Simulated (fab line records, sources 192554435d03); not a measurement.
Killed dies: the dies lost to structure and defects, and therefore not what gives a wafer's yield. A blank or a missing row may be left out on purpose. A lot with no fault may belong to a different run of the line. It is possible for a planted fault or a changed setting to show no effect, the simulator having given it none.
Matching of chambers -- flow n5_finfet -- 4 sister chambers for N5_BEOL_M11_CMP_52 on cmp-04
The step polishes, stops on SiCOH lowk, t overpolish 7 s, target thk 140 nm. 8 wafers are shown with their chamber, then 10 later ones without.

WAFERS WITH THEIR CHAMBER
wafer,chamber,motor_current_A (A),overpolish_run_s (s)
L077.4,1,5.9,7.022
L079.4,1,5.9,7.010
L081.6,2,6.8,6.997
L083.3,3,6.1,7.004
L083.4,2,6.9,7.004
L083.5,0,5.5,7.000
L087.1,3,6.2,6.998
L087.5,0,5.7,6.988

WAFERS WITH NO CHAMBER GIVEN
wafer,motor_current_A (A),overpolish_run_s (s)
L087.6,5.9,6.994
L088.1,5.6,7.002
L088.2,5.8,6.986
L088.3,6.7,7.005
L092.2,5.9,6.992
L092.3,5.8,6.985
L092.4,5.5,7.005
L090.2,6.9,6.992
L090.3,6.2,6.994
L090.6,5.9,6.984

WHICH CHAMBER EACH ONE RAN IN
wafer,from the rows above,in truth
L087.6,can't be placed: 3 or 1 or 0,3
L088.1,0,0
L088.2,can't be placed: 0 or 1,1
L088.3,2,2
L092.2,can't be placed: 3 or 0 or 1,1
L092.3,0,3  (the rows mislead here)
L092.4,0,0
L090.2,2,2
L090.3,3,3
L090.6,can't be placed: 0 or 3 or 1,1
Correctly placed: 5 of 10. Not placeable from these rows: 4 (in 4, the candidates include the true chamber). Wrongly placed: 1.
How it was worked out, from the rows above alone: a wafer's distance from a chamber is the root of the sum, over the readings, of the square of ((its reading less the chamber's mean) divided by the reading's scatter). The wafer belongs to the nearest chamber; if the next one is less than 2 further off, it can't be placed. For every chamber, the mean is computed from those of its wafers that are shown. How the scatter is found: for the shown wafers, subtract from each reading the mean of its chamber, square and add these, divide the total by (wafers less chambers), then take the root.
